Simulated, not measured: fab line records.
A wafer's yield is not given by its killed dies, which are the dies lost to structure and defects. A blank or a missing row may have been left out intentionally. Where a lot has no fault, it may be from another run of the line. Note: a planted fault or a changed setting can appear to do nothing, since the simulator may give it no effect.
Problem report, 8D (eight disciplines) form, completed by code :: flow nandHarc :: the parts of the form that need people (team, actions taken, sign-off) are left out

1. THE ISSUE
Mean of runLengthS at NHARC_P_M1_ETCH_28: 76.0 s across 2 wafers in 2 lots; on wafers with no fault it is 94.6 s (standard deviation 0.52). That puts it -36 standard deviations away from the usual mean.
The step: etches the open film in CF4/N2, target depth 30 nm, time 72.99 s.
First seen on wafer L935.4, day 10 17:08, on rieDiel-06. The record has a number at this step for 33 wafers belonging to 11 lots. By rule, "out" or "out of limits" means more than 4 standard deviations away from the usual mean. All remaining wafers that have a number are taken as sound.

2. WHAT IT IS AND WHAT IT IS NOT
question: which readings at this step
is: runLengthS
is not: drypumpMotorCurrentA, rfVppV, showerheadPlenumPTorr, throttleValvePct

question: which lots
is: L935, L936
is not: L924, L925, L926, L940, L943, L944, L945, L946, L947

question: which wafers of those lots
is: L935.4, L936.2
is not: L935.1, L935.3, L936.5, L936.6

question: read on which tools
is: rieDiel-06
is not: rieDiel-12, rieDiel-13

question: when
is: from day 10 17:08
is not: up to then (11 sound wafers); but 20 sound wafers of L936, L940, L943, L944, L945, L946, L947 came after

3. WHAT RULES OUT EACH SUSPECT
Counting: any tool at a process step up to the reading remains a suspect provided it ran every lot that is out. Sound lots after the first of them don't rule it out here, since some wafers of a struck lot are sound.
- cmp-04 at NHARC_P_M0_CMP_23 (polishes, t overpolish 20 s, target thk 117.54 nm): kept. It processed each lot that is out (first: L935, day 10 14:37); up to then, its last sound lot is L924 (day 6 08:43).
- rieDiel-06 at NHARC_P_M1_ETCH_28 (etches the open film in CF4/N2, target depth 30 nm, time 72.99 s): kept. It ran every lot that is out, first L935 (day 10 17:08). Its own runLengthS readings are out on those wafers.
- In cmp-04 at NHARC_P_M0_CMP_23, the wafers that are out were processed in chamber 0 and their sound lot-mates in chambers 2, 3.
- In rieDiel-06 at NHARC_P_M1_ETCH_28, the wafers that are out were processed in chamber 0 and their sound lot-mates in chambers 1, 2.
What counting leaves: cmp-04 at NHARC_P_M0_CMP_23 and rieDiel-06 at NHARC_P_M1_ETCH_28.

4. THE CAUSE (what the simulator had put in)
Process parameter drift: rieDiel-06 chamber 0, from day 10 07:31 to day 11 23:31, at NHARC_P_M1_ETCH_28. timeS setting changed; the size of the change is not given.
Of the 2 suspects that counting leaves, this tool is one.

5. SEQUENCE OF EFFECTS, ordered by route
One row per reading whose mean, taken over the struck wafers that have a number, lies over 3 standard deviations from the usual. Readings are gone through only where the record gives a usual standard deviation; hours: the median, over the lots, of the time from a lot's start at the first step in this table giving one to that lot's start at this step; sigmas: the change measured in usual standard deviations.
hours: 0
step: NHARC_P_M1_ETCH_28
reading: runLengthS
usual: 94.6 s
on struck wafers: 76.0
change: -18.6
sigmas: -36
The process steps in it:
- NHARC_P_M1_ETCH_28: etches the open film in CF4/N2, target depth 30 nm, time 72.99 s.
Readings that are blank on the struck wafers while sound wafers have them: rfFwdPowerW at NHARC_P_M1_ETCH_28.
At these later measuring or inspecting steps, every struck wafer for which the step has a row has a number for every such reading, and none has moved that far: NHARC_P_M1_THK_MEAS_24, NHARC_END_SORT_01.

6. WHAT WOULD HAVE CAUGHT IT SOONER
First out-of-limits reading in this record: day 10 17:08, which is 10 hours after fault onset at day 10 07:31.
